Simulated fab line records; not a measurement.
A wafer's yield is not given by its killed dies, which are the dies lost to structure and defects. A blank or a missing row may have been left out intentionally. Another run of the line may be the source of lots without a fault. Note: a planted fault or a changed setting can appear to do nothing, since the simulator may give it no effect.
Chamber matching | flow nand-harc | 4 sister chambers for NHARC_P_GATE_DESCUM_93 on rie-diel-02
The step chemistry O2, time 3 s. 4 wafers are shown with their chamber, then 9 later ones without.

## WAFERS, EACH WITH ITS CHAMBER
wafer  | chamber | showerhead-plenum-p-Torr (Torr)
L524.5 | 3       | 2.01
L524.6 | 0       | 2.04
L537.2 | 1       | 1.96
L537.6 | 2       | 1.79

## WAFERS WHOSE CHAMBER IS MISSING
wafer  | showerhead-plenum-p-Torr (Torr)
L538.1 | 1.79
L538.3 | 2.03
L538.5 | 2.00
L540.1 | 2.00
L540.3 | 2.03
L540.4 | 1.79
L541.2 | 2.03
L541.3 | 1.79
L541.6 | 1.79

## EACH ONE'S CHAMBER
wafer  | from the rows above     | in truth
L538.1 | 2                       | 2
L538.3 | can't be placed: 0 or 3 | 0
L538.5 | 3                       | 3
L540.1 | 3                       | 3
L540.3 | can't be placed: 0 or 3 | 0
L540.4 | 2                       | 2
L541.2 | can't be placed: 0 or 3 | 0
L541.3 | 2                       | 2
L541.6 | 2                       | 2
Correctly placed: 6 of 9. Cannot be placed on the basis of these rows: 3; the candidates contain the true chamber in 3. Number placed wrongly: 0.
How it was worked out, from the rows above alone: a wafer's distance from a chamber is the root of the sum, over the readings, of the square of ((its reading less the chamber's mean) divided by the reading's scatter). If the next closest chamber is less than 2 further off than the closest, the wafer can't be placed; otherwise it belongs to the closest. Each chamber's mean is taken over the wafers shown for it. The scatter (one wafer shown for each chamber): square how far every hidden wafer sits from the nearest shown wafer, average those squares and take the square root.
